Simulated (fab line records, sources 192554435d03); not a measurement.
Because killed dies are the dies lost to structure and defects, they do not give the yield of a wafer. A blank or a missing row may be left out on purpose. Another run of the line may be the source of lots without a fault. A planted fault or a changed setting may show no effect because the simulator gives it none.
fab line records	flow n5-finfet
record: lots: 13	wafers: 37	last-day: 19
route steps=1938 shown PMOS_HMC_CHANNEL_EPI@69 MIM_TOP@1835 MIM_BOT_LITHO@1862 PASSIVATION@1936
lots with no fault: from the same line, run without faults
start-h: start of the lot's first displayed wafer, in hours after the record's first day	wait-h: hours since the lot's step before	" as in the row above	L1.1+2: several wafers, shown together as one row	- no value, or no start was given	* or withheld: withheld	< > ~ a bound
route shown NAME@n: a module of which the file shows steps, and the number in the route of the first	usual: mean and standard deviation over wafers with no fault	same: alike in all rows	chamber/n: place in a boat	sites: each site's reading	_std_site: the values' standard deviation	_edge_site: inner sites' mean taken away from outer sites' mean	radius-mm: how far each site lies from the wafer's centre	mask NAME#n: copy n	behind: the most recent tool/chamber to have shaped the wafer	hold: the reason the lot was held/the length of the hold in hours/how it ended	device: the transistor (n, p or np) that didn't switch	end of line: the tests these same wafers got at the end of their route	where a step has no rows: the recipe by itself	killed: dies that structure and defects cost at the first sort, which is not the same as the wafer's yield	map: a wafer's dies, x killed, . not, _ none there
set.NAME: setting as actually run; set.NAME@STEP: the setting as run at that earlier step	model.NAME: the simulator's own value behind a step, which no gauge read
one table for each step of the route and one row for each wafer, over a sample of lots
services: when a tool's chamber went out of use (start-h, in hours from the record's first day, below 0 if earlier), for how many hours, and the reason
== steps ==
step: N5_PMOS_HMC_CHANNEL_EPI_ETCH_32
recipe: chemistry: N2/H2	target: BARC	stop-on: SiO2	target-depth-a: 858	over-etch-frac: 0.3	time-s: 50.3	ion-energy-ev: 200	mask-material: CAR-ArF-block	pressure-mtorr: 30	source-w: 840	bias-w: 150	n2-flow-sccm: 200	h2-flow-sccm: 200
usual: drypump-motor-current-A: 6.0/0.51	oes-product-au: 0.65/0.048	rf-vpp-V: 523.5/2.2	showerhead-plenum-p-Torr: 2.53/0.072	throttle-valve-pct: 17.94/0.17
lot.wafer	tool	chamber	start-h	wait-h	drypump-motor-current-A	oes-product-au	rf-hours-counter-h	rf-vpp-V	showerhead-plenum-p-Torr	throttle-valve-pct
L105.1	rie-diel-02	1	17.51	0.0	5.7	0.65	122	526.3	2.66	17.87
L105.2	"	0	"	"	6.5	0.66	104	524.9	2.57	18.08
L105.6	"	0	"	"	6.6	0.66	-	524.5	2.57	18.08
L106.2	rie-diel-05	0	23.84	0.0	6.0	0.62	227	527.7	2.61	17.82
L106.3	"	1	"	"	5.7	0.65	160	520.7	2.45	18.18
L106.5	"	0	"	"	6.0	0.62	-	526.2	2.61	17.85
L107.3	rie-diel-05	0	29.94	0.0	6.0	0.62	229	525.1	2.61	17.84
L107.4	"	1	"	"	5.7	0.64	162	520.7	2.44	18.19
L107.5	"	1	"	"	5.7	0.64	-	520.4	2.44	18.20
L108.2	rie-diel-02	3	35.75	0.0	6.5	0.72	60	521.7	2.48	18.07
L108.3	"	1	"	"	5.7	0.65	129	527.6	2.66	17.86
L108.5	"	2	"	"	5.9	0.63	-	524.7	2.54	17.88
L109.3	rie-diel-02	2	41.37	0.0	5.8	0.62	164	524.6	2.54	17.88
L109.4	"	0	"	"	6.5	0.66	111	524.2	2.57	18.12
L109.6	"	3	"	"	6.6	0.72	-	522.4	2.48	18.08
L110.1	rie-diel-02	1	47.73	0.0	5.7	0.64	132	525.8	2.66	17.87
L110.3	"	3	"	"	6.6	0.72	63	522.7	2.47	18.07
L110.4	"	2	"	"	5.9	0.63	166	523.1	2.54	17.87
L111.3	rie-diel-06	3	54.46	0.0	5.6	0.65	128	528.0	2.65	17.94
L111.4	"	1	"	"	5.8	0.68	-	520.3	2.47	17.64
L111.5	"	3	"	"	5.6	0.65	-	528.0	2.65	17.94
L112.4	rie-diel-02	1	59.74	0.0	5.7	0.64	-	527.0	2.65	17.87
L112.5	"	3	"	"	6.5	0.72	-	522.9	2.47	18.09
L112.6	"	2	"	"	5.8	0.63	-	522.6	2.54	17.88
L116.1	rie-diel-02	2	83.33	0.0	5.9	0.62	184	523.8	2.53	17.90
L116.2	"	1	"	"	5.7	0.62	150	525.9	2.65	17.90
L116.6	"	3	"	"	6.5	0.70	-	520.8	2.47	18.11
L117.2	rie-diel-06	0	89.35	0.0	6.5	0.81	8	525.0	2.60	17.62
L117.3	"	1	"	"	5.8	0.67	122	520.4	2.47	17.65
L117.4	"	3	"	"	5.6	0.63	143	525.3	2.65	17.96
L123.2	rie-diel-05	2	125.43	0.0	6.7	0.58	210	522.4	2.53	17.86
L123.3	"	3	"	"	5.2	0.64	174	523.0	2.52	17.87
L124.2	rie-diel-05	3	131.60	0.0	5.2	0.62	176	523.0	2.52	17.88
L124.4	"	1	"	"	5.7	0.62	-	519.5	2.44	18.23
L127.2	rie-diel-02	0	149.26	0.0	6.6	0.63	142	523.0	2.55	18.16
L127.3	"	3	"	"	6.5	0.69	101	522.1	2.46	18.16
L127.5	"	1	"	"	5.7	0.62	-	525.8	2.64	17.92
step: N5_MIM_TOP_ALD_01
recipe: material: HfO2	target-thk-a: 56	temp-c: withheld	ald-precursor-family: Hf-amide	ald-co-reactant: O3	pulse-time-s: 1	purge-time-s: 3	co-reactant-purge-time-s: 2	co-reactant-pulse-time-s: 3	ald-cycles: 62
usual: precursor-pulse-height-rel: 1.002/0.018
same: pulse-time-s: 1
lot.wafer	tool	chamber	start-h	wait-h	precursor-pulse-height-rel
L105.1	ald-hk-01	3	-	-	0.982
L105.2	"	1	"	"	0.993
L105.6	"	2	"	"	1.009
L108.2	ald-hk-02	2	-	-	1.043
L108.3	"	1	"	"	0.982
L108.5	"	0	"	"	1.034
L106.2	ald-hk-01	3	-	-	1.015
L106.3	"	0	"	"	1.029
L106.5	"	1	"	"	0.985
L110.1	ald-hk-01	3	-	-	1.022
L110.3	"	2	"	"	0.989
L110.4	"	0	"	"	1.009
L109.3	ald-hk-02	3	-	-	1.000
L109.4	"	1	"	"	0.980
L109.6	"	2	"	"	1.013
L107.3	ald-hk-02	3	-	-	0.994
L107.4	"	1	"	"	1.005
L107.5	"	0	"	"	0.984
L112.4	ald-hk-01	2	-	-	1.013
L112.5	"	3	"	"	1.025
L112.6	"	2	"	"	0.978
L111.3	ald-hk-01	3	-	-	1.012
L111.4	"	1	"	"	1.008
L111.5	"	3	"	"	1.044
L116.1	ald-hk-03	1	-	-	1.002
L116.2	"	2	"	"	0.986
L116.6	"	3	"	"	1.006
L117.2	ald-hk-03	0	-	-	0.986
L117.3	"	3	"	"	0.981
L117.4	"	1	"	"	1.002
L123.2	ald-hk-01	0	-	-	0.987
L123.3	"	2	"	"	0.962
L124.2	ald-hk-02	0	-	-	1.008
L124.4	"	3	"	"	0.995
L127.2	ald-hk-01	3	-	-	1.012
L127.3	"	2	"	"	0.982
L127.5	"	3	"	"	0.983
step: N5_MIM_TOP_ALD_02
recipe: material: Al2O3	target-thk-a: *	temp-c: withheld	ald-precursor-family: TMA	ald-co-reactant: O3	pulse-time-s: withheld	purge-time-s: 3	co-reactant-purge-time-s: withheld	co-reactant-pulse-time-s: 3	ald-cycles: withheld
usual: precursor-pulse-height-rel: 0.998/0.021
lot.wafer	tool	chamber	start-h	wait-h	precursor-pulse-height-rel
L105.1	ald-hk-01	3	-	-	0.967
L105.2	"	1	"	"	0.998
L105.6	"	2	"	"	0.999
L108.2	ald-hk-02	2	-	-	0.997
L108.3	"	1	"	"	1.011
L108.5	"	0	"	"	1.016
L106.2	ald-hk-01	3	-	-	0.996
L106.3	"	0	"	"	0.970
L106.5	"	1	"	"	1.014
L110.1	ald-hk-01	3	-	-	0.988
L110.3	"	2	"	"	1.008
L110.4	"	0	"	"	1.025
L109.3	ald-hk-02	3	-	-	0.995
L109.4	"	1	"	"	0.998
L109.6	"	2	"	"	1.015
L107.3	ald-hk-02	3	-	-	0.989
L107.4	"	1	"	"	1.021
L107.5	"	0	"	"	0.984
L112.4	ald-hk-01	2	-	-	0.988
L112.5	"	3	"	"	0.994
L112.6	"	2	"	"	0.954
L111.3	ald-hk-01	3	-	-	1.004
L111.4	"	1	"	"	1.001
L111.5	"	3	"	"	1.017
L116.1	ald-hk-03	1	-	-	0.993
L116.2	"	2	"	"	1.037
L116.6	"	3	"	"	0.971
L117.2	ald-hk-03	0	-	-	0.956
L117.3	"	3	"	"	1.009
L117.4	"	1	"	"	1.005
L123.2	ald-hk-01	0	-	-	0.986
L123.3	"	2	"	"	0.964
L124.2	ald-hk-02	0	-	-	1.025
L124.4	"	3	"	"	0.998
L127.2	ald-hk-01	3	-	-	1.023
L127.3	"	2	"	"	0.996
L127.5	"	3	"	"	1.010
step: N5_MIM_BOT_LITHO_CD_MEAS_08
recipe: target-cd-nm: 3000	landing-energy-ev: 500	detector: se-inlens	polarity: opening
usual: cd-nm: 3000.0/1.7
lot.wafer	tool	chamber	start-h	wait-h	cd-nm
L105.1	cd-sem-01	0	263.55	-	2998.0
L105.2	"	0	"	"	2999.7
L105.6	"	0	"	"	2999.3
L108.2	cd-sem-03	0	282.72	-	2998.3
L108.3	"	0	"	"	3000.3
L108.5	"	0	"	"	3000.1
L106.2	cd-sem-03	0	289.46	-	2999.7
L106.3	"	0	"	"	3001.7
L106.5	"	0	"	"	3000.7
L110.1	cd-sem-03	0	295.61	-	3001.0
L110.3	"	0	"	"	3002.6
L110.4	"	0	"	"	3000.6
L109.3	cd-sem-02	0	296.40	-	2998.2
L109.4	"	0	"	"	3001.8
L109.6	"	0	"	"	2999.2
L107.3	cd-sem-02	0	305.46	-	3000.9
L107.4	"	0	"	"	2998.7
L107.5	"	0	"	"	3001.0
L112.4	cd-sem-03	0	329.85	-	2997.7
L112.5	"	0	"	"	2998.7
L112.6	"	0	"	"	2999.1
L111.3	cd-sem-03	0	337.87	-	3000.5
L111.4	"	0	"	"	2999.7
L111.5	"	0	"	"	3002.6
L116.1	cd-sem-01	0	338.05	-	2997.0
L116.2	"	0	"	"	3000.3
L116.6	"	0	"	"	2996.9
L117.2	cd-sem-01	0	352.12	-	2997.0
L117.3	"	0	"	"	3000.5
L117.4	"	0	"	"	3000.7
L123.2	cd-sem-03	0	409.68	-	3000.7
L123.3	"	0	"	"	2998.0
L124.2	cd-sem-02	0	423.78	-	2999.2
L124.4	"	0	"	"	3000.8
L127.2	cd-sem-01	0	441.78	-	3002.5
L127.3	"	0	"	"	3001.1
L127.5	"	0	"	"	3002.6
step: N5_PASSIVATION_PROBE_49
usual: killed_at_M0_to_M3: 33/11	killed_at_M4_up: 15/6.2	killed-at-contacts: 13/6.5	killed-at-front-end: 38/11	killed-at-other: 3.4/2.6	killed-dies: 102/17	killed-on-rim: 13/4.1	killed-open: 67/12	killed-short: 34/7.9
same: gross-dies: 1180	killed-at-back-side: 0
lot.wafer	tool	chamber	start-h	wait-h	killed_at_M0_to_M3	killed_at_M4_up	killed-at-contacts	killed-at-front-end	killed-at-other	killed-dies	killed-on-rim	killed-open	killed-short
L105.1	prober-01	-	273.66	0.0	19	8	26	46	1	100	9	61	39
L105.2	prober-01	-	273.71	0.1	24	23	20	19	0	86	6	62	23
L105.6	prober-01	-	273.91	0.3	14	9	29	30	0	82	16	55	27
L123.2	prober-02	-	420.18	0.1	34	20	9	342	4	409	44	66	46
L123.3	prober-02	-	420.23	0.1	38	27	14	29	0	108	14	68	37
L124.2	prober-02	-	435.89	0.1	39	10	19	275	5	348	59	73	45
L124.4	prober-02	-	435.99	0.2	33	5	17	44	1	100	12	63	31
killed by level:class
L105.1 MOL_CONTACT_COAG:geometric-particle:open=20 FIN_SAQP:geometric-particle:short=13 ILD0:geometric-particle:short=6 MOL_CONTACT_COAG:geometric-particle:short=6 BEOL_M0_SAQP:geometric-particle:short=6 GATE_CUT:geometric-particle:open=5 BEOL_M4:geometric-particle:open=5 ILD0:geometric-particle:open=4
L105.2 BEOL_M4:geometric-particle:open=12 MOL_CONTACT_COAG:geometric-particle:open=10 MOL_CONTACT_COAG:geometric-particle:short=10 BEOL_M3:geometric-particle:open=8 FIN_SAQP:geometric-particle:open=5 STI_FIN_REVEAL:geometric-particle:open=5 BEOL_M0_SAQP:geometric-particle:open=5 FIN_SAQP:geometric-particle:short=3
L105.6 MOL_CONTACT_COAG:geometric-particle:open=19 MOL_CONTACT_COAG:geometric-particle:short=10 STI_FIN_REVEAL:geometric-particle:open=8 FIN_CUT:geometric-particle:open=4 STI_FIN_REVEAL:geometric-particle:short=4 BEOL_M4:geometric-particle:open=4 STARTING-WAFER:geometric-particle:open=4 BEOL_M2:geometric-particle:open=3
L123.2 PMOS_HMC_CHANNEL_EPI:area-etch=296 FIN_SAQP:geometric-particle:short=17 BEOL_M4:geometric-particle:open=11 BEOL_M3:geometric-particle:open=8 FIN_SAQP:geometric-particle:open=7 BEOL_M0_SAQP:geometric-particle:short=7 MOL_CONTACT_COAG:geometric-particle:open=7 GATE_CUT:geometric-particle:short=6
L123.3 MOL_CONTACT_COAG:geometric-particle:open=12 BEOL_M0_SAQP:geometric-particle:short=11 BEOL_M2:geometric-particle:open=9 BEOL_M0_SAQP:geometric-particle:open=6 FIN_SAQP:geometric-particle:open=5 FIN_SAQP:geometric-particle:short=5 DUMMY_GATE:geometric-particle:open=5 BEOL_M4:geometric-particle:open=5
L124.2 PMOS_HMC_CHANNEL_EPI:area-etch=222 MOL_CONTACT_COAG:geometric-particle:open=16 FIN_SAQP:geometric-particle:short=13 FIN_SAQP:geometric-particle:open=9 GATE_CUT:geometric-particle:short=9 BEOL_M2:geometric-particle:open=9 BEOL_M3:geometric-particle:open=8 BEOL_M1:geometric-particle:open=7
L124.4 MOL_CONTACT_COAG:geometric-particle:open=14 FIN_SAQP:geometric-particle:open=9 BEOL_M2:geometric-particle:open=7 STI_FIN_REVEAL:geometric-particle:open=6 BEOL_M0_SAQP:geometric-particle:short=6 FIN_SAQP:geometric-particle:short=5 BEOL_M0_SAQP:geometric-particle:open=5 BEOL_M0:geometric-particle:open=5
== services ==
tool	chamber	start-h	hours	kind
ald-hk-01	-	-1.63	6.0	pm
rie-diel-05	2	12.15	5.4	repair
ald-hk-02	-	16.00	14.0	pm
ald-hk-03	-	20.97	0.5	repair
rie-diel-06	0	22.45	3.3	repair
rie-diel-05	2	23.83	1.7	repair
rie-diel-02	3	30.39	2.3	repair
rie-diel-05	2	30.47	19.7	repair
ald-hk-01	-	44.96	1.4	repair
rie-diel-05	-	51.87	28.1	pm
rie-diel-02	0	52.41	13.2	repair
ald-hk-01	-	52.81	8.7	pm
ald-hk-02	-	72.32	6.0	pm
ald-hk-01	-	86.87	2.8	pm
rie-diel-02	1	93.14	16.4	repair
ald-hk-03	-	160.87	0.4	repair
ald-hk-03	-	166.39	14.6	pm
rie-diel-05	1	198.10	1.3	repair
rie-diel-06	3	216.58	5.0	repair
rie-diel-06	1	240.99	8.6	repair
ald-hk-03	-	308.84	4.3	pm
ald-hk-02	-	335.66	0.4	repair
ald-hk-02	-	350.93	0.7	repair
rie-diel-05	2	361.93	29.1	repair
== key ==
first-sign: step: N5_PASSIVATION_PROBE_49	reading: killed-at-front-end	direction: up	sigmas: 25	usual: 38	struck: 308
effect: step: N5_PASSIVATION_PROBE_49	reading: killed-dies	direction: up	sigmas: 17	usual: 102	struck: 378
more-kills-born-at: N5_PMOS_HMC_CHANNEL_EPI_ETCH_32@rie-diel-05: 518
met-at N5_PMOS_HMC_CHANNEL_EPI_ETCH_32
struck-lots L123,L124
struck-wafers L123.2,L124.2
tester-left-out L123,L124
not-acting-at N5_MIM_TOP_ALD_01,N5_MIM_TOP_ALD_02,N5_MIM_BOT_LITHO_CD_MEAS_08
onset-between 29.94 125.43
fault: kind: process-parameter-drift	tool: rie-diel-05	chamber: -	onset-h: 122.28	steps: N5_PMOS_HMC_CHANNEL_EPI_ETCH_32	channel: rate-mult	offset: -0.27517	shape: step	end-h: 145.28	scope: struck-wafers-only
tester-left-out: of these lots the tester's yield and bins aren't shown, on N5 and GAA mostly nor the transistor test; their killed dies are dies lost to structure and defects alone, not to doping, threshold or leakage, so they don't give the yield
